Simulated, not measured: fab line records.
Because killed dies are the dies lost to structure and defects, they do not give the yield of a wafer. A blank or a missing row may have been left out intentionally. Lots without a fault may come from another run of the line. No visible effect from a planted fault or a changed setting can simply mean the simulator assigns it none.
Matching of chambers | flow n5-finfet | N5_BEOL_M2_ETCH_70 on rie-diel-02 has 4 sister chambers
The step etches SOC in N2/H2, target depth 80 nm, overetch 24 nm, time 130 s. 8 wafers are shown with their chamber, then 11 later ones without.

== WAFERS, EACH WITH ITS CHAMBER ==
wafer  | chamber | drypump-motor-current-A (A) | showerhead-plenum-p-Torr (Torr)
L079.6 | 3       | 6.5                         | 2.53
L080.3 | 2       | 5.6                         | 2.52
L084.1 | 2       | 5.6                         | 2.52
L084.5 | 0       | 6.1                         | 2.42
L085.4 | 3       | 6.6                         | 2.52
L085.5 | 0       | 6.1                         | 2.42
L085.6 | 1       | 5.9                         | 2.61
L088.1 | 1       | 5.9                         | 2.61

== WAFERS MISSING THEIR CHAMBER ==
wafer  | drypump-motor-current-A (A) | showerhead-plenum-p-Torr (Torr)
L088.2 | 6.6                         | 2.52
L088.3 | 6.1                         | 2.42
L091.3 | 5.6                         | 2.52
L091.4 | 5.9                         | 2.61
L091.6 | 5.6                         | 2.52
L093.1 | 6.0                         | 2.61
L093.4 | 6.5                         | 2.52
L093.6 | 5.6                         | 2.51
L095.3 | 5.6                         | 2.51
L095.5 | 6.0                         | 2.60
L095.6 | 6.1                         | 2.41

== EACH ONE'S CHAMBER ==
wafer  | from the rows above | in truth
L088.2 | 3                   | 3
L088.3 | 0                   | 0
L091.3 | 2                   | 2
L091.4 | 1                   | 1
L091.6 | 2                   | 2
L093.1 | 1                   | 1
L093.4 | 3                   | 3
L093.6 | 2                   | 2
L095.3 | 2                   | 2
L095.5 | 1                   | 1
L095.6 | 0                   | 0
11 of 11 placed correctly. From these rows, 0 cannot be placed. Wrongly placed: 0.
How it was worked out, from the rows above alone: a wafer's distance from a chamber is the root of the sum, over the readings, of the square of ((its reading less the chamber's mean) divided by the reading's scatter). If the next closest chamber is less than 2 further off than the closest, the wafer can't be placed; otherwise it belongs to the closest. Each chamber's mean is taken over the wafers shown for it. The scatter: the root of (the sum of the squares of (reading less its chamber's mean) over the shown wafers, divided by (wafers less chambers)).
